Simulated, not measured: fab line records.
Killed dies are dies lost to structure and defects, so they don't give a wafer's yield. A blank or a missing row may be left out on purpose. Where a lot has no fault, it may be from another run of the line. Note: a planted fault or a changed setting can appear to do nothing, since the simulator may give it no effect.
Split-lot study || flow n5Finfet || route with 1938 steps; 7 lots, 21 wafers read

== ABOUT THE SPLIT ==
At N5_BEOL_M13_COAT_65 (time 60 s, resist thk 350 nm), the setting spinRpm was moved away from the recipe's 1500 rpm on 7 of the 21 wafers read, by -8.2% to +8.1%. For the rest of the wafers, this setting stayed at what the recipe calls for.

Reading taken at the split's own step.

== THE READING ==
SOC_of_BEOL_M13_COAT_65.thkNm (the simulator's own value, which no gauge read), in nm, at N5_BEOL_M13_COAT_65 (time 60 s, resist thk 350 nm). The file gives no usual value for it. Here, 14 wafers ran the recipe; their average is 349.5 nm with a standard deviation of 1 nm.

{"wafer": "L076.2", "tool, chamber at the split": "lithoTrack-04, 0", "spinRpm as run, rpm": 1500, "against the recipe": "recipe", "SOC_of_BEOL_M13_COAT_65.thkNm, nm": 349.6, "against lot-mates on the recipe": "-"}
{"wafer": "L076.5", "tool, chamber at the split": "lithoTrack-04, 0", "spinRpm as run, rpm": 1500, "against the recipe": "recipe", "SOC_of_BEOL_M13_COAT_65.thkNm, nm": 347.8, "against lot-mates on the recipe": "-"}
{"wafer": "L076.6", "tool, chamber at the split": "lithoTrack-04, 0", "spinRpm as run, rpm": 1500, "against the recipe": "recipe", "SOC_of_BEOL_M13_COAT_65.thkNm, nm": 348.6, "against lot-mates on the recipe": "-"}
{"wafer": "L080.1", "tool, chamber at the split": "lithoTrack-04, 0", "spinRpm as run, rpm": 1500, "against the recipe": "recipe", "SOC_of_BEOL_M13_COAT_65.thkNm, nm": 351.2, "against lot-mates on the recipe": "-"}
{"wafer": "L080.3", "tool, chamber at the split": "lithoTrack-04, 0", "spinRpm as run, rpm": 1500, "against the recipe": "recipe", "SOC_of_BEOL_M13_COAT_65.thkNm, nm": 350, "against lot-mates on the recipe": "-"}
{"wafer": "L080.6", "tool, chamber at the split": "lithoTrack-04, 0", "spinRpm as run, rpm": 1500, "against the recipe": "recipe", "SOC_of_BEOL_M13_COAT_65.thkNm, nm": 349.8, "against lot-mates on the recipe": "-"}
{"wafer": "L079.1", "tool, chamber at the split": "lithoTrack-04, 0", "spinRpm as run, rpm": 1413, "against the recipe": "-5.8%", "SOC_of_BEOL_M13_COAT_65.thkNm, nm": 358.2, "against lot-mates on the recipe": "+10.8"}
{"wafer": "L079.2", "tool, chamber at the split": "lithoTrack-04, 0", "spinRpm as run, rpm": 1413, "against the recipe": "-5.8%", "SOC_of_BEOL_M13_COAT_65.thkNm, nm": 358.2, "against lot-mates on the recipe": "+10.8"}
{"wafer": "L079.3", "tool, chamber at the split": "lithoTrack-04, 0", "spinRpm as run, rpm": 1500, "against the recipe": "recipe", "SOC_of_BEOL_M13_COAT_65.thkNm, nm": 347.4, "against lot-mates on the recipe": "-"}
{"wafer": "L083.4", "tool, chamber at the split": "lithoTrack-01, 0", "spinRpm as run, rpm": 1500, "against the recipe": "recipe", "SOC_of_BEOL_M13_COAT_65.thkNm, nm": 351, "against lot-mates on the recipe": "-"}
{"wafer": "L083.5", "tool, chamber at the split": "lithoTrack-01, 0", "spinRpm as run, rpm": 1500, "against the recipe": "recipe", "SOC_of_BEOL_M13_COAT_65.thkNm, nm": 350.2, "against lot-mates on the recipe": "-"}
{"wafer": "L083.6", "tool, chamber at the split": "lithoTrack-01, 0", "spinRpm as run, rpm": 1500, "against the recipe": "recipe", "SOC_of_BEOL_M13_COAT_65.thkNm, nm": 350.2, "against lot-mates on the recipe": "-"}
{"wafer": "L086.2", "tool, chamber at the split": "lithoTrack-01, 0", "spinRpm as run, rpm": 1622, "against the recipe": "+8.1%", "SOC_of_BEOL_M13_COAT_65.thkNm, nm": 336.8, "against lot-mates on the recipe": "no lot-mate on the recipe"}
{"wafer": "L086.3", "tool, chamber at the split": "lithoTrack-01, 0", "spinRpm as run, rpm": 1622, "against the recipe": "+8.1%", "SOC_of_BEOL_M13_COAT_65.thkNm, nm": 337.2, "against lot-mates on the recipe": "no lot-mate on the recipe"}
{"wafer": "L086.4", "tool, chamber at the split": "lithoTrack-01, 0", "spinRpm as run, rpm": 1622, "against the recipe": "+8.1%", "SOC_of_BEOL_M13_COAT_65.thkNm, nm": 336.6, "against lot-mates on the recipe": "no lot-mate on the recipe"}
{"wafer": "L091.1", "tool, chamber at the split": "lithoTrack-04, 0", "spinRpm as run, rpm": 1500, "against the recipe": "recipe", "SOC_of_BEOL_M13_COAT_65.thkNm, nm": 349.2, "against lot-mates on the recipe": "-"}
{"wafer": "L091.2", "tool, chamber at the split": "lithoTrack-04, 0", "spinRpm as run, rpm": 1377, "against the recipe": "-8.2%", "SOC_of_BEOL_M13_COAT_65.thkNm, nm": 365.2, "against lot-mates on the recipe": "+16.0"}
{"wafer": "L091.3", "tool, chamber at the split": "lithoTrack-04, 0", "spinRpm as run, rpm": 1377, "against the recipe": "-8.2%", "SOC_of_BEOL_M13_COAT_65.thkNm, nm": 364.6, "against lot-mates on the recipe": "+15.4"}
{"wafer": "L092.3", "tool, chamber at the split": "lithoTrack-04, 0", "spinRpm as run, rpm": 1500, "against the recipe": "recipe", "SOC_of_BEOL_M13_COAT_65.thkNm, nm": 349, "against lot-mates on the recipe": "-"}
{"wafer": "L092.4", "tool, chamber at the split": "lithoTrack-04, 0", "spinRpm as run, rpm": 1500, "against the recipe": "recipe", "SOC_of_BEOL_M13_COAT_65.thkNm, nm": 349.8, "against lot-mates on the recipe": "-"}
{"wafer": "L092.5", "tool, chamber at the split": "lithoTrack-04, 0", "spinRpm as run, rpm": 1500, "against the recipe": "recipe", "SOC_of_BEOL_M13_COAT_65.thkNm, nm": 349.2, "against lot-mates on the recipe": "-"}

THE FIT
A straight line over all 21 wafers: SOC_of_BEOL_M13_COAT_65.thkNm changes by -1.65 nm for each +1% of spinRpm; r = -0.99; the points scatter about the line by 1.1 nm.
The same after taking each lot's own level away (the mean of its wafers on the recipe; 18 wafers): -1.9 nm for each +1%; r = -1.00; scatter 0.49 nm.
The reading moves by 16 nm for the largest change in spinRpm, on that fit.
Measured against the standard deviation above, the lots' own levels, which go from 347.40 to 350.47 nm, span 3.0 times it.
Hence the slope depends on the lot-to-lot level, as the two fits are not the same.
Check: for one of the wafers moved furthest among these (-8.2%), held out of the fit, the line's prediction against its lot-mates is +15.3 nm. Against them it came out at +16 nm.

== OTHER SPLITS ON THESE WAFERS ==
Note: prior to the reading, these wafers also went through further splits. Each is held against what the fit with the lots' levels taken away leaves over:
{"other split on the same wafers": "N5_BEOL_M13_ETCH_59 timeS", "wafers away from the commonest value": 7, "r with SOC_of_BEOL_M13_COAT_65.thkNm (lot level and that fit taken away)": -0.09}

== THE FILE'S OWN FIT ==
SOC_of_BEOL_M13_COAT_65.thkNm changes by -1.9 nm for each +1% of spinRpm, r = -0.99.
